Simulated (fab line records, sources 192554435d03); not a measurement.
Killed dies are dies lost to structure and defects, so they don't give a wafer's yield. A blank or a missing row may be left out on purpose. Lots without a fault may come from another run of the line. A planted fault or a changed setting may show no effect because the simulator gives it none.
Chamber matching | flow n5_finfet | N5_DUMMY_GATE_CMP_04 on cmp-02: 4 sister chambers
The step polishes a-Si. 7 wafers are shown with their chamber, then 7 later ones without.

WAFERS WITH THEIR CHAMBER
wafer  | chamber | time_to_endpoint_s (s) | motor_current_A (A)
L522.1 | 1       | 10.2                   | 9.0
L526.5 | 1       | 6.8                    | 9.4
L527.4 | 0       | 14.0                   | 9.8
L527.5 | 2       | 13.0                   | 9.7
L527.6 | 3       | 12.2                   | 9.5
L528.1 | 2       | 14.1                   | 10.2
L528.2 | 3       | 14.7                   | 10.0

WAFERS WITHOUT THEIR CHAMBER
wafer  | time_to_endpoint_s (s) | motor_current_A (A)
L528.4 | 13.2                   | 10.0
L540.2 | 15.2                   | 10.2
L540.4 | 15.7                   | 10.1
L540.6 | 13.9                   | 9.6
L541.1 | 13.9                   | 8.9
L541.2 | 16.3                   | 10.3
L541.6 | 12.9                   | 9.3

WHICH CHAMBER EACH WENT THROUGH
wafer  | from the rows above               | in truth
L528.4 | can't be placed: 2 or 0 or 3      | 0
L540.2 | can't be placed: 2 or 0 or 3      | 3
L540.4 | can't be placed: 2 or 0 or 3      | 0
L540.6 | can't be placed: 3 or 0 or 2      | 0
L541.1 | can't be placed: 3 or 0 or 1 or 2 | 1
L541.2 | can't be placed: 2 or 0 or 3      | 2
L541.6 | can't be placed: 3 or 0 or 2 or 1 | 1
Placed correctly: 0 of 7. Can't be placed from these rows: 7 (the true chamber is among the candidates in 7). Placed wrongly: 0.
How it was worked out, from the rows above alone: a wafer's distance from a chamber is the root of the sum, over the readings, of the square of ((its reading less the chamber's mean) divided by the reading's scatter). The wafer belongs to the nearest chamber; if the next one is less than 2 further off, it can't be placed. A chamber's mean is the mean of its shown wafers. The scatter: the root of (the sum of the squares of (reading less its chamber's mean) over the shown wafers, divided by (wafers less chambers)).
